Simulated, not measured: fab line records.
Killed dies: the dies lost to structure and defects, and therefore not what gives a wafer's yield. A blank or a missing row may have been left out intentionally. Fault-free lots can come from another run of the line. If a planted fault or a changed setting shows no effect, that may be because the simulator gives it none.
Problem report, 8D (eight disciplines) form, completed by code + flow nand harc + the parts of the form that need people (team, actions taken, sign-off) are left out

## 1. PROBLEM STATEMENT
Wafers with no fault read 59 with a standard deviation of 17, whereas killed at array at NHARC_END_SORT_01 reads a mean of 660 on 1 wafer of 1 lot. That puts it +35 standard deviations away from the usual mean.
First seen on wafer L316.1, day 30 04:33, on prober-01. The record holds 3 wafers of 1 lot with a number at this step. The rule behind "out" and "out of limits": a value lying over 4 standard deviations away from the usual mean. Any other wafer with a number is counted as sound.

## 2. WHAT IT IS AND WHAT IT IS NOT
| question                    | is                           | is not                                                             |
|-----------------------------|------------------------------|--------------------------------------------------------------------|
| which readings at this step | killed at array, killed dies | killed at other, killed at periphery, killed open, killed short    |
| which lots                  | L316                         | -                                                                  |
| which wafers of those lots  | L316.1                       | L316.3, L316.4                                                     |
| read on which gauges        | prober-01                    | -                                                                  |
| when                        | from day 30 04:33            | up to then (0 sound wafers); but 2 sound wafers of L316 came after |

## 3. THE SUSPECTS, EACH WITH WHAT RULES IT OUT
Counting: a tool at a process step up to the reading stays a suspect if it ran every lot that is out. Sound lots after the first of them don't rule it out here, since some wafers of a struck lot are sound.
- ruled out: the gauge at NHARC_END_SORT_01. All the wafers that are out were read on prober-01, but those of them that NHARC_A_STAIRCASE_TRIM_26 has rows for are out there too, on other tools.
- rie diel-03 at NHARC_A_STAIRCASE_TRIM_12 (chemistry O2, time 211.2 s): kept. It ran the lot that is out, L316 (day 21 20:27).
- rie diel-03 at NHARC_A_STAIRCASE_TRIM_16 (chemistry O2, time 211.2 s): kept. It ran the lot that is out, L316 (day 21 22:38). With no start given for some of its lots, NHARC_A_STAIRCASE_TRIM_16 uses the hours and lot order of NHARC_A_STAIRCASE_TRIM_26.
- rie diel-06 at NHARC_A_STAIRCASE_TRIM_26 (chemistry O2, time 211.2 s): kept. It ran the lot that is out, L316 (day 21 22:38). Out on those wafers are its own readings of oes product au.
- rie diel-03 at NHARC_A_STAIRCASE_DESCUM_186 (chemistry O2, time 3 s): kept. It ran the lot that is out, L316 (day 22 00:27).
- Within rie diel-03 at NHARC_A_STAIRCASE_TRIM_12: the wafers that are out ran in chamber 2; their sound lot-mates ran in chambers 0, 1.
- Within rie diel-03 at NHARC_A_STAIRCASE_TRIM_16: the wafers that are out ran in chamber 0; their sound lot-mates ran in chambers 1, 2.
- Within rie diel-06 at NHARC_A_STAIRCASE_TRIM_26: the wafers that are out ran in chamber 1; their sound lot-mates ran in chambers 0, 3.
- Within rie diel-03 at NHARC_A_STAIRCASE_DESCUM_186: the wafers that are out ran in chamber 3; their sound lot-mates ran in chambers 0, 1.
Left after counting: rie diel-03 at NHARC_A_STAIRCASE_TRIM_12, rie diel-03 at NHARC_A_STAIRCASE_TRIM_16, rie diel-06 at NHARC_A_STAIRCASE_TRIM_26, rie diel-03 at NHARC_A_STAIRCASE_DESCUM_186.

## 4. THE CAUSE (what the simulator had put in)
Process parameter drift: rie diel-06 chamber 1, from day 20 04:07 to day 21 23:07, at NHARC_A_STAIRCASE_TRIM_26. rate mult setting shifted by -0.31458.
This tool is one of the 4 suspects left after counting.

## 5. THE CHAIN OF EFFECTS, in route order
Rows list readings where the struck wafers' mean (over those with a number) sits beyond 3 standard deviations from the usual. Only readings whose record carries a usual standard deviation are examined. hours: median over the lots of the time between each lot's start at the first step of this table that gives one and its start at this step. sigmas: the change, counted in usual standard deviations.
| hours | step                      | reading         | usual      | on struck wafers | change | sigmas |
|-------|---------------------------|-----------------|------------|------------------|--------|--------|
| 0     | NHARC_A_STAIRCASE_TRIM_26 | oes product au  | 1.000 a.u. | 0.810            | -0.190 | -16    |
| 198   | NHARC_END_SORT_01         | killed at array | 59         | 660              | +601   | +35    |
| 198   | NHARC_END_SORT_01         | killed dies     | 64         | 664              | +600   | +35    |
Process steps it contains:
- NHARC_A_STAIRCASE_TRIM_26: chemistry O2, time 211.2 s.

## 6. HOW IT WOULD HAVE BEEN CAUGHT EARLIER
The first out-of-limits reading at a measuring or inspecting step in this record came at day 30 04:33, 240 hours after the fault's start at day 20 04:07.
The tool's own readings at NHARC_A_STAIRCASE_TRIM_26 were out on every struck wafer that the step has a row for (oes product au): an alarm limit on them would have fired on the first of those.
Lots out: 1; all had begun NHARC_A_STAIRCASE_TRIM_26 on rie diel-06 by day 30 04:33. Holding the tool at that point would not have protected any of them.
